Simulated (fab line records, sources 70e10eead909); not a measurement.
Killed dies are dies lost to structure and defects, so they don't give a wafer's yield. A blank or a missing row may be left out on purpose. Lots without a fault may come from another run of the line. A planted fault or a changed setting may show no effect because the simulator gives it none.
fab line records | flow nand_harc
record lots=24 wafers=72 last_day=24
route steps=1159 shown A_CONTACT@940 A_BLC@980 A_M0@1006
lots that met no fault: from a run of the same line without faults
start_h: hours from the record's first day to the start of the lot's first wafer shown | wait_h: hours since the lot's step before | " the same as in the row above | L1.1+2: a row that stands for several wafers | - no value, or no start given | * or withheld: withheld | < > ~ a bound
route shown NAME@n: a module of which the file shows steps, and the number in the route of the first | usual: mean/standard deviation of fault-free wafers | same: alike in all rows | chamber/n: place in a boat | sites: the reading at each site | _std_site: their standard deviation | _edge_site: outer sites' mean less inner sites' | radius_mm: how far each site lies from the wafer's centre | mask NAME#n: copy n | behind: the tool/chamber that last shaped the wafer | hold: why the lot was held/for how many hours/how that ended | device: the transistor (n, p or np) that didn't switch | end of line: the same wafers' tests at the end of the route | a step without rows: its recipe alone | killed: dies lost to structure and defects at the first sort, not the wafer's yield | map: a wafer's dies, x killed, . not, _ none there
set.NAME: the setting as run; set.NAME@STEP: as run at that earlier step | model.NAME: the simulator's own value behind a step, which no gauge read
steps of the route over a sample of lots; a table a step, a row a wafer
services: from which hour (start_h, from the record's first day; less than 0 if before it) a tool's chamber was out of use, for how many hours, and why
## steps
# step NHARC_A_CONTACT_ETCH_89
# recipe target_depth_a=2600 over_etch_frac=0.3 time_s=475.3 ion_energy_ev=200 n2_flow_sccm=150 h2_flow_sccm=150 ar_flow_sccm=0 rf_w=400 bias_w=150 chemistry=N2/H2
# usual drypump_motor_current_A=5.6/0.52 oes_product_au=1.006/0.013 rf_fwd_power_W=399.4/1.3 rf_vpp_V=429.7/2.3 showerhead_plenum_p_Torr=2.00/0.076 throttle_valve_pct=14.172/0.009
# columns lot.wafer tool chamber start_h wait_h drypump_motor_current_A oes_product_au rf_fwd_power_W rf_hours_counter_h rf_vpp_V showerhead_plenum_p_Torr throttle_valve_pct
L074.1 rie_diel-03 3 - - 6.0 1.019 397.9 57 431.5 2.01 14.177
L074.3 " 2 " " 5.2 1.005 398.4 55 434.2 2.10 14.170
L074.5 " 0 " " 5.1 1.018 398.5 - 428.0 2.02 14.164
L075.3 rie_diel-03 3 - - 6.1 1.016 399.5 66 429.1 2.00 14.163
L075.2 " 0 " " 5.1 1.012 400.3 65 429.0 2.01 14.166
L075.1 " 2 " " 5.2 1.002 401.7 65 433.2 2.09 14.189
L076.2 rie_diel-10 0 - - 5.3 1.012 400.0 7 432.7 2.10 14.172
L076.3 " 3 " " 5.5 0.981 398.0 6 426.6 1.92 14.168
L076.6 " 1 " " 6.8 1.022 398.7 - 428.8 1.99 14.171
L077.1 rie_diel-10 2 - - 5.3 1.021 400.5 6 426.8 1.89 14.193
L077.2 " 0 " " 5.3 1.019 399.3 8 431.7 2.10 14.175
L077.3 " 1 " " 6.7 1.020 398.4 7 429.3 1.99 14.173
L078.4 rie_diel-10 3 - - 5.5 0.996 399.3 8 427.6 1.92 14.176
L078.1 " 0 " " 5.3 1.022 398.7 9 432.3 2.10 14.173
L078.6 " 1 " " 6.7 1.024 399.3 - 429.3 1.99 14.177
L082.2 rie_diel-10 1 - - 6.7 1.030 400.5 10 429.2 1.99 14.177
L082.5 " 0 " " 5.3 1.024 398.7 - 432.4 2.10 14.162
L082.6 " 1 " " 6.8 1.020 398.5 - 428.5 1.99 14.180
L079.3 rie_diel-03 1 - - 4.9 1.002 399.6 7 431.4 2.07 14.163
L079.4 " 2 " " 5.2 1.012 398.4 8 432.2 2.09 14.168
L079.6 " 0 " " 5.1 0.992 398.4 - 431.6 2.01 14.172
L080.1 rie_diel-12 1 - - 5.9 1.015 399.9 15 429.3 1.95 14.182
L080.4 " 3 " " 5.3 0.988 397.7 15 430.0 2.06 14.172
L080.5 " 1 " " 5.9 1.019 399.9 - 426.8 1.95 14.178
L081.2 rie_diel-10 3 - - 5.5 0.986 398.0 13 426.6 1.92 14.164
L081.1 " 2 " " 5.3 1.016 401.6 13 426.8 1.88 14.179
L081.4 " 3 " " 5.6 0.995 398.2 - 426.0 1.92 14.189
L085.3 rie_diel-10 2 - - 5.3 1.024 400.0 15 425.7 1.88 14.171
L085.2 " 3 " " 5.5 0.999 399.8 16 426.4 1.92 14.164
L085.6 " 2 " " 5.3 1.024 401.5 - 426.4 1.88 14.177
L084.4 rie_diel-10 0 - - 5.3 1.014 401.2 14 431.3 2.09 14.175
L084.3 " 3 " " 5.5 0.992 400.9 16 428.1 1.92 14.178
L084.5 " 1 " " 6.7 1.010 400.9 - 431.0 1.99 14.166
L087.1 rie_diel-12 1 - - 5.9 1.020 399.0 23 427.8 1.94 14.162
L087.6 " 2 " " 6.1 1.000 401.0 - 432.5 2.13 14.175
L087.5 " 3 " " 5.3 1.011 399.2 - 431.6 2.06 14.153
L086.2 rie_diel-03 1 - - 4.9 1.005 401.3 16 431.7 2.06 14.150
L086.3 " 3 " " 6.1 1.007 399.7 15 429.1 2.00 14.163
L086.5 " 1 " " 4.9 1.006 399.4 - 432.4 2.06 14.157
L083.4 rie_diel-12 1 - - 5.9 1.004 402.7 24 427.1 1.94 14.186
L083.6 " 1 " " 5.9 1.010 401.4 - 427.9 1.94 14.180
L083.5 " 2 " " 6.1 0.983 399.4 - 434.2 2.13 14.158
L089.1 rie_diel-12 0 - - 5.6 1.004 399.7 28 431.5 2.07 14.185
L089.4 " 2 " " 6.1 0.989 398.0 29 432.3 2.13 14.167
L089.3 " 3 " " 5.3 1.007 401.2 28 432.1 2.06 14.180
L088.4 rie_diel-10 3 - - 5.5 0.991 398.9 19 427.5 1.92 14.175
L088.1 " 0 " " 5.3 1.025 399.4 18 432.1 2.09 14.181
L088.2 " 2 " " 5.4 1.018 398.9 19 425.7 1.88 14.191
L090.4 rie_diel-03 3 - - 6.1 0.996 398.0 30 429.9 1.99 14.172
L090.5 " 3 " " 6.1 1.008 397.3 - 428.6 1.99 14.170
L090.6 " 0 " " 5.1 0.984 400.4 - 428.4 2.00 14.167
L092.4 rie_diel-12 2 - - 6.1 0.988 399.5 38 433.4 2.12 14.164
L092.5 " 3 " " 5.3 0.995 400.3 - 430.9 2.06 14.170
L092.6 " 0 " " 5.6 1.005 398.3 - 430.3 2.07 14.182
L093.1 rie_diel-03 0 - - 5.1 0.990 398.9 29 428.1 2.00 14.170
L093.2 " 1 " " 4.9 0.998 401.3 31 429.4 2.06 14.153
L093.3 " 3 " " 6.1 1.006 399.0 32 429.3 1.99 14.171
L094.2 rie_diel-12 0 - - 5.6 0.993 398.0 39 432.2 2.07 14.177
L094.3 " 1 " " 5.9 1.003 399.9 39 428.8 1.94 14.182
L094.1 " 2 " " 6.1 0.991 399.5 38 432.4 2.12 14.183
L091.4 rie_diel-10 2 - - 5.4 1.024 401.3 24 424.8 1.88 14.157
L091.2 " 0 " " 5.3 1.023 399.8 24 432.7 2.09 14.156
L091.5 " 3 " " 5.5 0.999 397.1 - 426.8 1.92 14.179
L096.4 rie_diel-12 2 - - 6.1 0.982 400.3 48 431.9 2.12 14.178
L096.1 " 3 " " 5.3 1.003 397.5 49 432.1 2.05 14.165
L096.6 " 0 " " 5.6 0.994 398.2 - 432.2 2.06 14.181
L095.4 rie_diel-10 1 - - 6.8 1.025 399.0 31 428.9 1.98 14.158
L095.3 " 0 " " 5.3 1.013 401.1 29 432.1 2.09 14.160
L095.6 " 2 " " 5.3 1.017 399.1 - 425.3 1.88 14.177
L097.1 rie_diel-10 2 - - 5.3 1.023 399.2 30 424.7 1.88 14.155
L097.4 " 1 " " 6.8 1.036 399.4 32 429.5 1.98 14.162
L097.5 " 2 " " 5.3 1.008 399.8 - 427.0 1.88 14.170
# step NHARC_A_CONTACT_ETCH_136
# recipe source_w=withheld pressure_mtorr=20 bias_v=3000 time_s=132 target_depth_a=12870 ar_flow_sccm=withheld c4f8_flow_sccm=withheld o2_flow_sccm=withheld chemistry=C4F8/O2/Ar
# columns lot.wafer tool chamber start_h wait_h rf_hours_counter_h
L074.1 har_cap_etch-02 1 370.08 0.1 9
L074.3 " 1 " " -
L074.5 " 0 " " -
L075.2 har_cap_etch-01 0 388.02 0.1 62
L075.1 " 1 " " 62
L075.3 " 1 " " -
L076.2 har_cap_etch-03 0 393.67 0.1 86
L076.3 " 0 " " -
L076.6 " 0 " " -
L077.1 har_cap_etch-02 0 395.97 0.1 15
L077.2 " 1 " " 15
L077.3 " 1 " " -
L078.1 har_cap_etch-01 1 400.53 0.1 64
L078.4 " 0 " " -
L078.6 " 0 " " -
L082.2 har_cap_etch-01 1 416.52 0.1 66
L082.6 " 0 " " -
L082.5 " 1 " " -
L079.3 har_cap_etch-01 1 422.65 0.1 -
L079.4 " 0 " " -
L079.6 " 0 " " -
L080.1 har_cap_etch-01 1 427.39 0.1 68
L080.4 " 0 " " -
L080.5 " 1 " " -
L081.1 har_cap_etch-01 1 431.93 0.1 68
L081.2 " 0 " " 68
L081.4 " 1 " " -
L085.2 har_cap_etch-03 0 442.99 0.1 95
L085.3 " 1 " " -
L085.6 " 1 " " -
L084.3 har_cap_etch-01 0 443.84 0.1 -
L084.4 " 1 " " -
L084.5 " 0 " " -
L087.1 har_cap_etch-03 1 448.15 0.1 96
L087.5 " 1 " " -
L087.6 " 0 " " -
L086.2 har_cap_etch-01 1 448.57 0.1 73
L086.3 " 0 " " -
L086.5 " 0 " " -
L083.4 har_cap_etch-01 0 451.98 0.1 -
L083.5 " 0 " " -
L083.6 " 1 " " -
L089.1 har_cap_etch-01 0 464.52 0.1 74
L089.4 " 1 " " -
L089.3 " 0 " " -
L088.1 har_cap_etch-02 0 464.64 0.1 28
L088.2 " 1 " " 28
L088.4 " 1 " " -
L090.4 har_cap_etch-01 1 482.99 0.1 -
L090.5 " 0 " " -
L090.6 " 1 " " -
L092.4 har_cap_etch-02 0 492.37 0.1 -
L092.6 " 1 " " -
L092.5 " 0 " " -
L093.1 har_cap_etch-01 1 492.67 0.1 79
L093.2 " 0 " " 79
L093.3 " 1 " " -
L094.2 har_cap_etch-03 1 494.42 0.1 104
L094.1 " 0 " " 104
L094.3 " 0 " " -
L091.2 har_cap_etch-02 1 497.74 0.1 33
L091.4 " 0 " " -
L091.5 " 1 " " -
L096.1 har_cap_etch-02 0 521.83 0.1 37
L096.4 " 1 " " -
L096.6 " 1 " " -
L095.3 har_cap_etch-01 0 523.94 0.1 -
L095.4 " 1 " " -
L095.6 " 0 " " -
L097.1 har_cap_etch-01 0 530.84 0.1 86
L097.4 " 0 " " -
L097.5 " 0 " " -
# step NHARC_A_CONTACT_CD_MEAS_15
# usual cd_nm=90.0/0.55
# columns lot.wafer tool chamber start_h wait_h cd_nm
L074.1 cd_sem-02 - 371.06 - 89.8
L074.3 " - " " 89.4
L074.5 " - " " 90.0
L075.1 cd_sem-02 - 389.08 - 90.4
L075.2 " - " " 89.9
L075.3 " - " " 90.8
L076.2 cd_sem-01 - 394.87 - 90.3
L076.3 " - " " 90.4
L076.6 " - " " 90.3
L077.1 cd_sem-03 - 396.96 - 89.4
L077.2 " - " " 89.0
L077.3 " - " " 90.8
L078.1 cd_sem-03 - 401.51 - 90.5
L078.4 " - " " 90.8
L078.6 " - " " 90.0
L082.2 cd_sem-02 - 417.75 - 89.0
L082.5 " - " " 89.2
L082.6 " - " " 90.2
L079.3 cd_sem-02 - 423.60 - 89.5
L079.4 " - " " 90.2
L079.6 " - " " 89.4
L080.1 cd_sem-01 - 428.39 - 90.5
L080.4 " - " " 90.9
L080.5 " - " " 89.7
L081.1 cd_sem-02 - 432.99 - 90.7
L081.2 " - " " 90.4
L081.4 " - " " 89.8
L085.2 cd_sem-02 - 444.01 - 89.6
L085.3 " - " " 89.6
L085.6 " - " " 90.2
L084.3 cd_sem-03 - 444.82 - 89.9
L084.4 " - " " 89.7
L084.5 " - " " 90.9
L087.1 cd_sem-01 - 449.14 - 90.4
L087.5 " - " " 89.6
L087.6 " - " " 90.5
L086.2 cd_sem-02 - 449.60 - 89.0
L086.3 " - " " 90.3
L086.5 " - " " 89.4
L083.4 cd_sem-03 - 452.94 - 89.5
L083.5 " - " " 91.1
L083.6 " - " " 90.3
L089.1 cd_sem-03 - 465.49 - 89.8
L089.3 " - " " 89.2
L089.4 " - " " 90.8
L088.1 cd_sem-02 - 465.64 - 89.0
L088.2 " - " " 89.0
L088.4 " - " " 89.9
L090.4 cd_sem-03 - 483.92 - 89.9
L090.5 " - " " 91.0
L090.6 " - " " 89.8
L092.4 cd_sem-01 - 493.34 - 90.0
L092.5 " - " " 89.6
L092.6 " - " " 90.3
L093.1 cd_sem-02 - 493.65 - 88.5
L093.2 " - " " 89.6
L093.3 " - " " 89.9
L094.1 cd_sem-03 - 495.44 - 90.2
L094.2 " - " " 90.1
L094.3 " - " " 89.5
L091.2 cd_sem-02 - 498.73 - 90.2
L091.4 " - " " 89.6
L091.5 " - " " 90.0
L096.1 cd_sem-03 - 522.98 - 89.6
L096.4 " - " " 89.4
L096.6 " - " " 89.4
L095.3 cd_sem-03 - 524.89 - 90.4
L095.4 " - " " 89.4
L095.6 " - " " 89.7
L097.1 cd_sem-01 - 531.81 - 89.9
L097.4 " - " " 89.6
L097.5 " - " " 90.0
# step NHARC_A_BLC_ETCH_18
# recipe target_depth_a=9100 c4f8_flow_sccm=20 o2_flow_sccm=10 ar_flow_sccm=withheld rf_w=600 bias_w=1500 chemistry=C4F8/O2/Ar
# usual oes_product_au=0.951/0.024 rf_fwd_power_W=599.1/1.9 rf_vpp_V=976/4.3
# columns lot.wafer tool chamber start_h wait_h oes_product_au rf_fwd_power_W rf_hours_counter_h rf_vpp_V
L074.1 rie_diel-09 2 - - 0.914 599.2 13 975
L074.3 " 0 " " 0.937 598.8 14 973
L074.5 " 2 " " 0.917 602.4 - 975
L075.2 rie_diel-06 3 - - 0.910 598.9 14 970
L075.1 " 0 " " 0.930 597.8 14 981
L075.3 " 1 " " 0.928 603.0 15 983
L076.3 rie_diel-09 0 - - 0.918 599.4 15 972
L076.2 " 2 " " 0.917 600.2 15 976
L076.6 " 3 " " 0.903 598.4 - 975
L077.1 rie_diel-06 3 - - 0.925 596.8 14 970
L077.2 " 0 " " 0.932 599.8 14 982
L077.3 " 2 " " 0.918 596.1 14 978
L078.1 rie_diel-09 0 - - 0.952 596.8 16 973
L078.4 " 2 " " 0.949 600.6 - 976
L078.6 " 0 " " 0.957 599.1 - 971
L082.2 rie_diel-02 1 - - 0.927 600.7 31 967
L082.5 " 3 " " 0.937 599.2 - 974
L082.6 " 0 " " 0.926 598.3 - 972
L079.4 rie_diel-09 3 - - 0.960 597.7 19 976
L079.3 " 0 " " 0.958 597.7 19 972
L079.6 " 2 " " 0.958 599.0 - 975
L080.4 rie_diel-02 3 - - 0.948 599.7 34 975
L080.1 " 0 " " 0.935 600.4 30 971
L080.5 " 1 " " 0.927 600.7 - 968
L081.1 rie_diel-06 0 - - 0.982 598.1 1 981
L081.2 " 1 " " 0.960 598.8 1 981
L081.4 " 2 " " 0.971 595.9 1 978
L085.3 rie_diel-06 2 - - 0.980 598.0 2 976
L085.2 " 3 " " 0.972 598.9 2 970
L085.6 " 1 " " 0.943 599.5 - 982
L084.3 rie_diel-02 1 - - 0.959 602.7 39 968
L084.4 " 2 " " 0.993 604.3 41 972
L084.5 " 0 " " 0.970 600.0 - 973
L087.1 rie_diel-09 0 - - 0.944 601.0 1 973
L087.6 " 3 " " 0.954 596.1 - 977
L087.5 " 0 " " 0.952 599.3 - 969
L086.2 rie_diel-06 3 - - 0.929 599.6 3 970
L086.3 " 0 " " 0.936 599.0 2 983
L086.5 " 3 " " 0.935 602.0 - 970
L083.4 rie_diel-06 0 - - 0.993 600.8 3 981
L083.5 " 3 " " 0.955 600.5 - 970
L083.6 " 0 " " 0.993 601.6 - 981
L089.3 rie_diel-09 1 - - 0.969 597.6 3 978
L089.4 " 2 " " 0.937 599.0 4 977
L089.1 " 3 " " 0.969 601.7 3 975
L088.1 rie_diel-06 3 - - 0.965 597.6 6 969
L088.2 " 1 " " 0.941 601.0 6 982
L088.4 " 2 " " 0.987 599.1 6 976
L090.4 rie_diel-06 1 - - 0.962 596.5 7 982
L090.6 " 0 " " 0.974 594.8 - 983
L090.5 " 1 " " 0.956 597.5 - 982
L092.4 rie_diel-09 3 - - 0.966 602.4 6 976
L092.6 " 1 " " 0.961 599.0 - 977
L092.5 " 2 " " 0.933 599.2 - 975
L093.1 rie_diel-06 0 - - 0.979 599.5 8 981
L093.3 " 2 " " 0.989 602.6 8 976
L093.2 " 3 " " 0.964 598.3 8 970
L094.1 rie_diel-06 2 - - 0.956 598.9 8 975
L094.2 " 0 " " 0.930 599.8 8 981
L094.3 " 1 " " 0.928 600.6 8 981
L091.4 rie_diel-06 0 - - 0.983 599.5 9 983
L091.2 " 1 " " 0.958 600.9 9 981
L091.5 " 2 " " 0.981 602.2 - 976
L096.1 rie_diel-09 2 - - 0.937 600.9 10 974
L096.4 " 3 " " 0.963 599.5 8 975
L096.6 " 2 " " 0.942 602.0 - 977
L095.4 rie_diel-06 1 - - 0.923 600.9 12 983
L095.3 " 2 " " 0.941 597.0 12 976
L095.6 " 1 " " 0.918 598.7 - 982
L097.1 rie_diel-06 1 - - 0.986 600.3 12 983
L097.4 " 0 " " 0.981 597.3 12 982
L097.5 " 2 " " 0.980 596.9 - 976
# step NHARC_A_BLC_PVD_32
# recipe target_thk_a=50 chamber_pressure_pa=5 power_w=5000 substrate_temp_c=200 time_s=17.7 material=Ti
# usual cathode_dc_power_W=4999.9/0.92 substrate_temp_c=200.00/0.17 throttle_valve_pct=30.1/0.51
# columns lot.wafer tool chamber start_h wait_h cathode_dc_power_W substrate_temp_c throttle_valve_pct
L074.1 pvd_sputter-03 - - - 4998.4 199.80 31.0
L074.3 " - " " 5000.0 199.75 29.9
L074.5 " - " " 5001.0 200.32 30.3
L075.1 pvd_sputter-01 - - - 5000.8 199.97 29.5
L075.2 " - " " 5000.6 200.27 30.0
L075.3 " - " " 5000.5 199.93 30.8
L076.3 pvd_sputter-03 - - - 5000.4 200.23 31.2
L076.2 " - " " 4998.8 199.96 30.8
L076.6 " - " " 5001.0 200.24 29.9
L077.3 pvd_sputter-01 - - - 4999.9 199.88 29.4
L077.2 " - " " 4999.6 199.82 30.6
L077.1 " - " " 4999.9 199.91 29.8
L078.4 pvd_sputter-03 - - - 5000.3 199.73 29.6
L078.1 " - " " 4999.4 200.04 31.0
L078.6 " - " " 4999.0 199.88 30.0
L082.2 pvd_sputter-01 - - - 4999.3 199.90 30.8
L082.5 " - " " 5001.0 200.09 29.7
L082.6 " - " " 5001.1 199.90 29.8
L079.3 pvd_sputter-03 - - - 4998.4 199.96 31.1
L079.4 " - " " 4999.9 199.81 29.9
L079.6 " - " " 5000.9 199.88 31.1
L080.1 pvd_sputter-01 - - - 4998.1 199.90 29.7
L080.4 " - " " 4999.7 199.72 29.4
L080.5 " - " " 4999.3 200.07 29.8
L081.2 pvd_sputter-01 - - - 5001.0 199.90 29.9
L081.4 " - " " 4999.7 199.88 29.9
L081.1 " - " " 5001.4 200.11 30.7
L085.3 pvd_sputter-03 - - - 5000.2 200.26 30.2
L085.2 " - " " 4999.4 199.89 29.6
L085.6 " - " " 5000.3 199.86 29.7
L084.3 pvd_sputter-01 - - - 5001.4 199.88 29.8
L084.4 " - " " 5000.9 199.96 30.9
L084.5 " - " " 4998.5 200.01 30.3
L087.1 pvd_sputter-03 - - - 5000.3 200.08 30.0
L087.5 " - " " 4999.0 200.01 29.9
L087.6 " - " " 4998.7 199.90 29.8
L086.3 pvd_sputter-03 - - - 5000.2 200.13 30.3
L086.2 " - " " 4999.2 199.74 29.6
L086.5 " - " " 5000.3 199.85 29.7
L083.4 pvd_sputter-03 - - - 5001.2 200.11 30.3
L083.6 " - " " 4998.2 199.76 31.2
L083.5 " - " " 5000.2 199.90 30.3
L089.1 pvd_sputter-01 - - - 4999.2 200.25 30.9
L089.3 " - " " 5000.4 199.98 29.8
L089.4 " - " " 5001.9 199.90 29.3
L088.1 pvd_sputter-03 - - - 4999.9 199.89 30.2
L088.4 " - " " 5000.6 200.06 29.9
L088.2 " - " " 4998.6 199.88 31.1
L090.4 pvd_sputter-01 - - - 4999.8 200.04 29.8
L090.6 " - " " 4999.7 200.25 29.5
L090.5 " - " " 5000.8 199.89 30.7
L092.4 pvd_sputter-01 - - - 5000.1 199.88 29.7
L092.6 " - " " 5000.2 200.28 30.6
L092.5 " - " " 4999.4 199.81 29.9
L093.2 pvd_sputter-03 - - - 4999.3 200.40 30.2
L093.1 " - " " 5001.2 200.27 29.7
L093.3 " - " " 5000.2 200.06 31.2
L094.2 pvd_sputter-01 - - - 4999.0 199.84 29.5
L094.3 " - " " 4999.8 200.32 30.1
L094.1 " - " " 4999.1 200.06 29.6
L091.4 pvd_sputter-01 - - - 4999.8 199.77 29.9
L091.2 " - " " 5001.2 200.14 29.6
L091.5 " - " " 5000.1 200.34 29.7
L096.4 pvd_sputter-03 - - - 4999.2 199.67 29.5
L096.1 " - " " 5000.1 199.97 29.6
L096.6 " - " " 5000.7 199.77 29.5
L095.3 pvd_sputter-02 - - - 5000.9 199.91 30.4
L095.4 " - " " 5000.1 199.76 29.3
L095.6 " - " " 4999.7 200.05 30.3
L097.1 pvd_sputter-03 - - - 5000.9 200.09 30.1
L097.4 " - " " 4999.7 200.04 30.3
L097.5 " - " " 5000.8 200.08 29.2
# step NHARC_A_M0_INSPECT_11
# usual raw_defect_count=31/14
# columns lot.wafer tool chamber start_h wait_h raw_defect_count
L074.1 defect_inspect-02 - 384.05 0.0 38
L074.3 " - " " 34
L074.5 " - " " 33
L075.1 defect_inspect-01 - 402.22 0.0 31
L075.2 " - " " 20
L075.3 " - " " 23
L076.2 defect_inspect-01 - 408.22 0.0 26
L076.3 " - " " 25
L076.6 " - " " 24
L077.1 defect_inspect-02 - 409.32 0.0 25
L077.2 " - " " 23
L077.3 " - " " 23
L078.1 defect_inspect-02 - 411.66 0.0 11
L078.4 " - " " 10
L078.6 " - " " 18
L082.2 defect_inspect-02 - 430.36 0.0 29
L082.5 " - " " 26
L082.6 " - " " 36
L079.3 defect_inspect-02 - 434.02 0.0 17
L079.4 " - " " 19
L079.6 " - " " 28
L080.1 defect_inspect-02 - 435.80 0.0 40
L080.4 " - " " 40
L080.5 " - " " 33
L081.1 defect_inspect-01 - 448.17 0.0 45
L081.2 " - " " 30
L081.4 " - " " 38
L085.2 defect_inspect-02 - 451.96 0.0 43
L085.3 " - " " 34
L085.6 " - " " 47
L084.3 defect_inspect-01 - 452.38 0.0 14
L084.4 " - " " 9
L084.5 " - " " 8
L087.1 defect_inspect-02 - 456.73 0.0 52
L087.5 " - " " 57
L087.6 " - " " 47
L086.2 defect_inspect-02 - 457.32 0.0 13
L086.3 " - " " 15
L086.5 " - " " 14
L083.4 defect_inspect-02 - 460.42 0.1 32
L083.5 " - " " 26
L083.6 " - " " 20
L089.1 defect_inspect-01 - 475.73 0.0 64
L089.3 " - " " 63
L089.4 " - " " 58
L088.1 defect_inspect-01 - 476.53 0.0 13
L088.2 " - " " 11
L088.4 " - " " 12
L090.4 defect_inspect-01 - 503.60 0.0 40
L090.5 " - " " 51
L090.6 " - " " 43
L092.4 defect_inspect-01 - 504.05 0.0 19
L092.5 " - " " 30
L092.6 " - " " 18
L093.1 defect_inspect-02 - 504.47 0.0 50
L093.2 " - " " 63
L093.3 " - " " 66
L094.1 defect_inspect-01 - 505.53 0.0 27
L094.2 " - " " 22
L094.3 " - " " 26
L091.2 defect_inspect-01 - 515.77 0.0 29
L091.4 " - " " 28
L091.5 " - " " 34
L096.1 defect_inspect-02 - 530.22 0.0 34
L096.4 " - " " 50
L096.6 " - " " 41
L095.3 defect_inspect-01 - 532.82 0.0 21
L095.4 " - " " 21
L095.6 " - " " 27
L097.1 defect_inspect-02 - 544.67 0.0 47
L097.4 " - " " 40
L097.5 " - " " 44
## services
# columns tool chamber start_h hours kind
rie_diel-10 - 353.64 9.0 pm
pvd_sputter-01 - 354.60 10.0 pm
rie_diel-12 - 379.86 9.0 pm
rie_diel-02 0 383.46 2.1 repair
pvd_sputter-03 - 385.16 5.4 repair
rie_diel-02 - 388.79 0.9 repair
rie_diel-03 - 392.39 9.0 pm
rie_diel-09 1 405.88 2.4 repair
rie_diel-06 - 418.29 9.0 pm
pvd_sputter-01 - 422.67 2.7 repair
rie_diel-10 0 425.60 8.0 repair
rie_diel-09 - 431.10 9.0 pm
pvd_sputter-03 - 432.20 14.7 repair
rie_diel-06 0 432.63 3.1 repair
rie_diel-09 1 449.71 3.0 repair
rie_diel-03 - 473.82 0.5 repair
rie_diel-10 2 474.83 1.8 repair
rie_diel-12 3 484.72 6.2 repair
rie_diel-10 1 490.87 4.7 repair
rie_diel-06 - 492.24 0.6 repair
pvd_sputter-03 - 500.41 9.1 repair
pvd_sputter-03 - 509.99 10.0 pm
rie_diel-12 - 512.10 4.3 repair
rie_diel-10 - 530.64 9.0 pm
## key
fault none
